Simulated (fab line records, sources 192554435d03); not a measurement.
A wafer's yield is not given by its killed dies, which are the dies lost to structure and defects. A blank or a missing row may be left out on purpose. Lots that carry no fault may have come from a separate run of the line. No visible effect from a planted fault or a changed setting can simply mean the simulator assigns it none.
Split-lot trial	flow n5Finfet	on a route of 1938 steps: 7 lots, 39 wafers read

ON THE SPLIT
At N5_FIN_SAQP_HM_DEP_03 (deposits SiNx from SiH4/NH3/N2, target thk 38 nm, time 33.6 s), the setting timeS was moved away from the recipe's 33.6 s on 18 of the 39 wafers read, by -54.3% to +47.8%. For the rest of the wafers, this setting stayed at what the recipe calls for.

FROM THE SPLIT TO THE READING: what the file shows between them, 4 steps
- N5_FIN_SAQP_THK_MEAS_05
- N5_FIN_SAQP_PECVD_47: deposits a-Si from SiH4/He, target thk 45 nm, time 36.3 s
- N5_FIN_SAQP_PECVD_48: deposits SiNx from SiH4/NH3/N2, target thk 25 nm, time 22.1 s
- N5_FIN_SAQP_MANDREL2_REMOVE_60: chemistry HBr/Cl2/O2, target a-Si, stops on SiNx, bt time 10 s

THE READING
etch.depthNm (the simulator's own value, which no gauge read), in nm, at N5_FIN_SAQP_HM_OPEN_33 (chemistry CH3F/O2, target SiNx, target depth 49.4 nm, time 70.6 s). The file does not state a usual value for it. Average 37.26 nm, standard deviation 0.5 nm, over the 21 wafers here run with the recipe.

wafer	tool, chamber at the split	timeS as run, s	against the recipe	etch.depthNm, nm	against lot-mates on the recipe
L075.1	pecvd-02, 1	40.58	+20.8%	44.38	+7.11
L075.2	pecvd-02, 2	40.58	+20.8%	44.46	+7.19
L075.3	pecvd-02, 0	33.6	recipe	36.85	-
L075.4	pecvd-02, 0	33.6	recipe	37.32	-
L075.5	pecvd-02, 1	33.6	recipe	37.64	-
L075.6	pecvd-02, 2	40.58	+20.8%	45.21	+7.94
L076.1	pecvd-02, 2,0	33.6	recipe	37.15	-
L076.2	pecvd-02, 1	33.6	recipe	37	-
L076.3	pecvd-02, 0	48.2	+43.5%	53.4	+16.31
L076.4	pecvd-02, 2	48.2	+43.5%	54.19	+17.10
L076.5	pecvd-02, 1	48.2	+43.5%	54.64	+17.55
L076.6	pecvd-02, 2,0	33.6	recipe	37.11	-
L084.1	pecvd-02, 0	33.6	recipe	36.67	-
L084.2	pecvd-02, 1	44.36	+32.0%	49.16	+12.08
L084.3	pecvd-02, 0	44.36	+32.0%	49.77	+12.69
L084.4	pecvd-02, 1	44.36	+32.0%	49.46	+12.38
L084.5	pecvd-02, 0	33.6	recipe	37.07	-
L084.6	pecvd-02, 1	33.6	recipe	37.5	-
L091.2	pecvd-02, 2	33.6	recipe	36.52	-
L091.5	pecvd-02, 0	33.6	recipe	37.05	-
L091.6	pecvd-02, 1	33.6	recipe	37.84	-
L095.1	pecvd-01, 2	33.6	recipe	37.14	-
L095.2	pecvd-01, 1	15.34	-54.3%	17.04	-20.57
L095.3	pecvd-01, 0	15.34	-54.3%	16.24	-21.37
L095.4	pecvd-01, 2	33.6	recipe	38.4	-
L095.5	pecvd-01, 1	15.34	-54.3%	16.95	-20.66
L095.6	pecvd-01, 0	33.6	recipe	37.29	-
L096.1	pecvd-01, 0	49.67	+47.8%	54.36	+16.71
L096.2	pecvd-01, 2	49.67	+47.8%	54.9	+17.25
L096.3	pecvd-01, 1	33.6	recipe	37.05	-
L096.4	pecvd-01, 1	33.6	recipe	37.76	-
L096.5	pecvd-01, 2	33.6	recipe	38.15	-
L096.6	pecvd-01, 0	49.67	+47.8%	55.47	+17.82
L097.1	pecvd-01, 2	24.53	-27.0%	27.29	-9.71
L097.2	pecvd-01, 0	33.6	recipe	36.38	-
L097.3	pecvd-01, 1	33.6	recipe	36.92	-
L097.4	pecvd-01, 1	33.6	recipe	37.71	-
L097.5	pecvd-01, 2	24.53	-27.0%	27.57	-9.43
L097.6	pecvd-01, 0	24.53	-27.0%	26.3	-10.70
The file does not say which wafer passed through which chamber wherever a row lists several chambers: such a row stands for several wafers.

THE FIT
A straight line over all 39 wafers: etch.depthNm changes by +0.377 nm for each +1% of timeS; r = +1.00; the points scatter about the line by 0.52 nm.
The same after taking each lot's own level away (the mean of its wafers on the recipe; 39 wafers): +0.378 nm for each +1%; r = +1.00; scatter 0.56 nm.
Per that fit: largest timeS move, reading shift of 21 nm.
The lots' own levels span 37.003 to 37.653 nm, that is 1.3 times the standard deviation above.
The two slopes agree, so the slope changes little with the lot-to-lot level.
Check: -20.6 nm against its lot-mates is what the line predicts for one of the wafers moved furthest among these (-54.3%) when that wafer is left out of the fit. Against them it came out at -20.6 nm.

THE OTHER SPLITS THESE WAFERS WENT THROUGH
Other splits were also applied to these wafers ahead of the reading. Each is held against what the fit with the lots' levels taken away leaves over:
other split on the same wafers	wafers away from the commonest value	r with etch.depthNm (lot level and that fit taken away)
N5_ZERO_LAYER_DEVELOP_10 developTimeS	12	-0.04

THE WHOLE CHAIN: every reading that the file lists as answering this split, in the file's order
step	what it does	reading	change (the file's fit)	r (the file's)
N5_FIN_SAQP_HM_DEP_03	deposits SiNx from SiH4/NH3/N2, target thk 38 nm, time 33.6 s	SiNx_of_FIN_SAQP_HM_DEP_03.thkNm (the simulator's own value, which no gauge read)	+0.378 nm for each +1% of the setting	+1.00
N5_FIN_SAQP_THK_MEAS_05		thkNm	withheld for each +1% of the setting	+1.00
N5_FIN_SAQP_HM_OPEN_33	chemistry CH3F/O2, target SiNx, target depth 49.4 nm, time 70.6 s	etchRfOnTimeS	withheld for each +1% of the setting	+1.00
N5_FIN_SAQP_HM_OPEN_33	chemistry CH3F/O2, target SiNx, target depth 49.4 nm, time 70.6 s	etch.depthNm (the simulator's own value, which no gauge read)	+0.378 nm for each +1% of the setting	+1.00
N5_FIN_SAQP_FIN_ETCH_36	etches the open film in HBr/Cl2/O2, target depth 120 nm, time 50.4 s	SiNx_of_FIN_SAQP_HM_DEP_03.thkNm (the simulator's own value, which no gauge read)	not straight: 0.7333 at the lowest setting, 21.09 at the recipe, 38.53 at the highest	not given

FILE'S OWN FIT
etch.depthNm changes by +0.378 nm for each +1% of timeS, r = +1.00.
